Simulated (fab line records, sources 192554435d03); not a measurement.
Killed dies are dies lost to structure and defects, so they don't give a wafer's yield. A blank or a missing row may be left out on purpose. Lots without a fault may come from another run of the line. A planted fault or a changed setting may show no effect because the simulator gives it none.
One fault seen from 2 desks | flow n5_finfet | each desk has only its own numbers; what lay behind them comes last

THE DEFECT DESK
What the inspections along the route counted, lot by lot: means of the sampled wafers that have a number. A lot is out of limits, marked OUT, if its mean lies more than 4 standard deviations from the usual mean; the brackets give that distance.
Columns: A = raw_defect_count at N5_BEOL_M8_INSPECT_58, usual 75; B = raw_defect_count at N5_BEOL_M9_INSPECT_13, usual 429
lot  | first seen here | A  | B
L861 | day 8 20:49     | 61 | 294
L860 | day 9 03:45     | 88 | 614
L873 | day 13 12:18    | 70 | 359
L880 | day 14 19:34    | 64 | 404
L867 | day 15 21:11    | 60 | 361
L883 | day 16 01:46    | 78 | 433
This desk's finding: nothing out of limits on any of the 6 lots.

THE METROLOGY DESK
What the gauges read, lot by lot, whatever tool the lot ran on: means of the sampled wafers that have a number. A lot is out of limits, marked OUT, if its mean lies more than 4 standard deviations from the usual mean; the brackets give that distance.
Columns: A = M8_RS at N5_BEOL_M8_RS_MEAS_57, usual 0.289 ohm/sq; B = M9_ILD_THK at N5_BEOL_M9_THK_MEAS_01, usual 269 nm; C = cd_nm at N5_BEOL_M9_CD_MEAS_11, usual 63.8 nm; D = M9_OVL at N5_BEOL_M9_OVL_MEAS_12, usual 0.2 nm
lot  | first seen here | A     | B   | C    | D
L861 | day 8 20:47     | 0.304 | 264 | 64.3 | 0.0
L860 | day 9 03:44     | 0.278 | 269 | 64.3 | 0.3
L873 | day 13 12:16    | 0.282 | 271 | 64.0 | 6.4 (+8.4) OUT
L880 | day 14 19:32    | 0.315 | 268 | 63.5 | 0.0
L867 | day 15 21:10    | 0.292 | 268 | 64.1 | 6.7 (+8.8) OUT
L883 | day 16 01:45    | 0.298 | 268 | 64.0 | -0.2
This desk's finding: out of limits on L867, L873; first on L873, day 13 14:28 (M9_OVL at N5_BEOL_M9_OVL_MEAS_12). In limits: L861, L860, L880, L883.

PUT TOGETHER
The metrology desk could have raised an alarm at day 13 14:28, on L867, L873.
The defect desk saw nothing out of limits.
The defect desk has L867, L873 on record, within its limits.
Of the lots named, all ran N5_BEOL_M9_EXPOSE_08 on arfi_scanner-01.

WHAT THE SIMULATOR HAD PUT IN
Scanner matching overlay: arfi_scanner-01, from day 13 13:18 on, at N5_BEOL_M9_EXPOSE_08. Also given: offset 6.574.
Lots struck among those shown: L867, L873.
Hours from the fault's start to each desk's first reading out of limits: the metrology desk, 1.
